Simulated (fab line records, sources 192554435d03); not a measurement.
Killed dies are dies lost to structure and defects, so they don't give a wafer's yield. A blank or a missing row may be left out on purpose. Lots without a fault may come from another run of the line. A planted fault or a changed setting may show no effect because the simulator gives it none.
A struck lot beside a sound one | flow n5_finfet | 16 steps out of a route of 1938
Sound: wafers L999.2, L999.4, L999.6. Struck: wafer L109.3. (L109.6 of the same lot was not struck and is left out.) The cause comes at the end.
At each step with rows: each side's tool, then ch and its chambers, then its first start. Under that, the readings that differ: sound wafers | struck wafers | difference of the means | sigmas: that difference in standard deviations of wafers without a fault.
alike: readings whose means differ by less than 2 such deviations, and words and numbers that are the same on both sides. not compared: withheld readings, readings that some wafer has no value for, bounds like >300 that may hide the same value, and numbers for which the record gives no deviation and whose values overlap.
The two part at a step that has a row with sigmas, a row that says differs or no value, or rows on one side only. Numbers that don't overlap but have no deviation are shown without sigmas and don't part them. A reading that every wafer of one side lacks parts them only if that side has two wafers or more.

N5_HKMG_FIN_STRIP_60: strips in N2/H2, time 360 s.
  sound on plasma_asher-02 ch 0,1, day 4 11:31; struck on plasma_asher-01 ch 0, day 7 10:23
  alike: drypump_motor_current_A, h2_flow_sccm, heater_power_w
  not compared: rf_hours_counter_h
then, 2 steps without rows for these wafers: N5_HKMG_FIN_WET_ETCH_77 (etches La2O3 in dHCl, stops on HfO2, target depth 2 nm); N5_HKMG_FIN_WET_ETCH_78 (etches Al2O3 in dNH4OH, stops on La2O3, target depth 4.5 nm, rinse time 30 s).
N5_HKMG_FIN_ALD_79: deposits TiN, target thk 1.5 nm, pulse time 1 s, purge time 3 s.
  sound on ald_metal-02 ch 1,3, day 4 12:00; struck on ald_metal-03 ch 0, day 7 10:46
  alike: chamber_pressure_Torr, heater_power_w, precursor_pulse_height_rel
  not compared: ald_cycles
N5_HKMG_FIN_CVD_62: deposits a-Si from Si2H6, target thk 3 nm, time 20.8 s.
  sound on thermal_cvd_si-01 ch 1,2, day 4 12:22; struck on thermal_cvd_si-01 ch 0, day 7 11:07
  alike: chamber_pressure_Torr, heater_power_w
then, 5 steps without rows for these wafers: N5_HKMG_FIN_RTA_80 (time 2 s); N5_HKMG_FIN_PRECLEAN_64 (cleans in dHF, time 30 s); N5_HKMG_FIN_WET_ETCH_65 (etches a-Si in TMAH, stops on TiN, time 49 s, target depth 3 nm); N5_HKMG_FIN_WET_ETCH_81 (etches TiN in SC1, stops on HfO2, time 57 s, target depth 6 nm); N5_HKMG_FIN_WET_ETCH_82 (etches La2O3 in dHCl, stops on HfO2, target depth 2 nm, rinse time 30 s).
N5_HKMG_FIN_ALD_36: deposits TiN, target thk 1 nm, pulse time 1 s, purge time 3 s.
  sound on ald_metal-02 ch 1,2,3, day 4 12:49; struck on ald_metal-02 ch 0, day 7 11:32
  alike: chamber_pressure_Torr, heater_power_w, precursor_pulse_height_rel
  not compared: ald_cycles
N5_HKMG_FIN_THK_MEAS_70: measures by xrf.
  sound on film_metro-01, day 4 13:05; struck on film_metro-01, day 7 11:49
  alike: HK_THK
N5_HKMG_FIN_PWFM_ALD_03: deposits TiN, target thk 2 nm, pulse time 1 s, purge time 3 s.
  sound on ald_metal-04 ch 0,2,3, day 4 13:07; struck on ald_metal-04 ch 1, day 7 11:51
  reading    | sound    | struck | difference | sigmas
  ald_cycles | 91 91 91 | 88     | -3         |
  alike: chamber_pressure_Torr, heater_power_w, precursor_pulse_height_rel
then, 1 step without rows for these wafers: N5_HKMG_FIN_COAT_29 (time 60 s, resist thk 300 nm).
-- the record jumps here: 4 days lie between the struck wafers' starts before and after (it left off in module HKMG_FIN and takes up again in module BEOL_M4, whose first step shown is number 1111 of the route) --
N5_BEOL_M4_RC_MEAS_101:
  sound on prober-02 ch 0, day 8 10:31; struck on prober-02 ch 0, day 11 02:24
  reading        | sound          | struck | difference | sigmas
  IOFF_P (nA/um) | 0.22 0.27 0.19 | 0.15   | -0.08      | -2
  VT_P (mV)      | -249 -247 -251 | -256   | -7         | -2
  alike: DIBL_N, DIBL_P, IOFF_N, ION_N, ION_P, SS_N, SS_P, VT_N
then, 1 step without rows for these wafers: N5_PASSIVATION_PROBE_49.

WHERE THEY PART
Only at N5_BEOL_M4_RC_MEAS_101, within this record.

WHY: what the simulator had put in
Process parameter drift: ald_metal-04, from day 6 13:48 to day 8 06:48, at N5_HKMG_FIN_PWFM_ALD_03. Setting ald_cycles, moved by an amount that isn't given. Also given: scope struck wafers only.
